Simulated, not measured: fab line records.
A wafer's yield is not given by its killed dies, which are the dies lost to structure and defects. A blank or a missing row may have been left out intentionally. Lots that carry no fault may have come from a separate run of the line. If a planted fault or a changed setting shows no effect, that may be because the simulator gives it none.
Matching of chambers    flow n5_finfet    N5_BEOL_M6_ETCH_62 on rie_diel-06: 4 sister chambers
The step etches SOC in N2/H2, target depth 110 nm, overetch 22 nm, time 165 s. 4 wafers are shown with their chamber, then 8 later ones without.

WAFERS PAIRED WITH THEIR CHAMBERS
wafer   chamber  drypump_motor_current_A (A)
L084.5  0        5.2
L091.3  3        5.1
L091.4  1        6.3
L092.2  2        5.8

WAFERS WITHOUT THEIR CHAMBER
wafer   drypump_motor_current_A (A)
L092.3  6.4
L092.5  5.1
L094.2  5.1
L094.4  5.1
L094.5  6.4
L096.3  6.3
L096.5  5.8
L096.6  5.1

CHAMBER TAKEN BY EACH
wafer   from the rows above  in truth
L092.3  1                    1
L092.5  3                    3
L094.2  3                    3
L094.4  3                    3
L094.5  1                    1
L096.3  1                    1
L096.5  2                    2
L096.6  3                    3
Placed correctly: 8 of 8. Not placeable from these rows: 0. Wrongly placed: 0.
How it was worked out, from the rows above alone: a wafer's distance from a chamber is the root of the sum, over the readings, of the square of ((its reading less the chamber's mean) divided by the reading's scatter). If the next closest chamber is less than 2 further off than the closest, the wafer can't be placed; otherwise it belongs to the closest. The mean given for a chamber averages the wafers shown for that chamber. The scatter: with one shown wafer a chamber, the root of the mean of the squares of how far each hidden wafer lies from its nearest shown one.
